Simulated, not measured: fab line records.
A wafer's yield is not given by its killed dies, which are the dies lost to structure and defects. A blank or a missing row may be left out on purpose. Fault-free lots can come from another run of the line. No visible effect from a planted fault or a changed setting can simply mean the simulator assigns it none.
Which tool is to blame? / flow nandHarc / at 1 step of a route of 1302, 10 lots with 30 wafers sampled

## WHAT THE GAUGES READ, wafer by wafer
NHARC_HYBRID_BOND_INSPECT_06: inspects for defects (ir void).
lot=L117; measured=day 24 01:43; on=defectInspect-01; rawDefectCount=103 100 100
lot=L118; measured=day 24 01:43; on=defectInspect-02; rawDefectCount=112 114 86
lot=L119; measured=day 24 19:13; on=defectInspect-02; rawDefectCount=32 37 33
lot=L120; measured=day 25 18:52; on=defectInspect-01; rawDefectCount=60 65 61
lot=L124; measured=day 26 10:00; on=defectInspect-01; rawDefectCount=115 111 126
lot=L132; measured=day 29 08:35; on=defectInspect-01; rawDefectCount=50 50 64
lot=L131; measured=day 29 08:36; on=defectInspect-01; rawDefectCount=77 75 91
lot=L135; measured=day 31 03:24; on=defectInspect-02; rawDefectCount=78 92 80
lot=L134; measured=day 31 15:09; on=defectInspect-01; rawDefectCount=42 30 24
lot=L138; measured=day 32 09:23; on=defectInspect-01; rawDefectCount=127 112 150

## TOOL THAT RAN EACH LOT (tool first, then ch and the chambers of the sampled wafers, then the start)
The record shows no process step preceding these readings.

## THE ANSWER, worked out from the rows above alone
Rule: the usual values come from the lots themselves. The widest of any qualifying gaps counts: lots, ordered by their means at a reading, are off when they make up no more than a third of the lots, leave a main group of 4 or more, and stand apart from it by 3 or more times the standard deviation of that group's means. A main group is skipped when, at the precision printed for the reading in the tables above, its means are all equal. A lot without any number at a reading at which 4 lots or more have one is off too. All remaining lots with rows at the step are treated as sound.
None of the lots is off at any reading shown; this tells nothing.

## WHAT HAD BEEN PUT IN BY THE SIMULATOR
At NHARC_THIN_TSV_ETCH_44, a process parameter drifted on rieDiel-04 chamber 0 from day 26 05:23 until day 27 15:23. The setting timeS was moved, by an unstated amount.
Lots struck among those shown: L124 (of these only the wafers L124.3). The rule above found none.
